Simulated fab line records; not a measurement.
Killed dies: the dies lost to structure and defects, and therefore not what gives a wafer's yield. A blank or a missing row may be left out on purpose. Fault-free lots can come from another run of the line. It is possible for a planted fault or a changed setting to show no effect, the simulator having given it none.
Chamber matching + flow nand harc + NHARC_A_STAIRCASE_TRIM_187 on rie diel-10: 4 sister chambers
The step chemistry O2, time 211.2 s. 4 wafers are shown with their chamber, then 10 later ones without.

## WAFERS, EACH WITH ITS CHAMBER
| wafer  | chamber | showerhead plenum p Torr (Torr) |
|--------|---------|---------------------------------|
| L085.5 | 0       | 3.54                            |
| L087.5 | 3       | 3.55                            |
| L088.2 | 1       | 3.36                            |
| L088.3 | 2       | 3.76                            |

## WAFERS WITHOUT THEIR CHAMBER
| wafer  | showerhead plenum p Torr (Torr) |
|--------|---------------------------------|
| L088.6 | 3.53                            |
| L092.1 | 3.54                            |
| L092.4 | 3.35                            |
| L092.5 | 3.35                            |
| L094.2 | 3.35                            |
| L094.3 | 3.74                            |
| L094.5 | 3.53                            |
| L097.2 | 3.34                            |
| L097.4 | 3.53                            |
| L097.6 | 3.52                            |

## WHICH CHAMBER EACH ONE RAN IN
| wafer  | from the rows above     | in truth |
|--------|-------------------------|----------|
| L088.6 | can't be placed: 0 or 3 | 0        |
| L092.1 | can't be placed: 0 or 3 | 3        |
| L092.4 | 1                       | 1        |
| L092.5 | 1                       | 1        |
| L094.2 | 1                       | 1        |
| L094.3 | 2                       | 2        |
| L094.5 | can't be placed: 0 or 3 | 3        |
| L097.2 | 1                       | 1        |
| L097.4 | can't be placed: 0 or 3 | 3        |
| L097.6 | can't be placed: 0 or 3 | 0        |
Correctly placed: 5 of 10. These rows do not allow placing 5 (true chamber among the candidates in 5). Number placed wrongly: 0.
How it was worked out, from the rows above alone: a wafer's distance from a chamber is the root of the sum, over the readings, of the square of ((its reading less the chamber's mean) divided by the reading's scatter). If the next closest chamber is less than 2 further off than the closest, the wafer can't be placed; otherwise it belongs to the closest. The mean given for a chamber averages the wafers shown for that chamber. The scatter (one wafer shown for each chamber): square how far every hidden wafer sits from the nearest shown wafer, average those squares and take the square root.
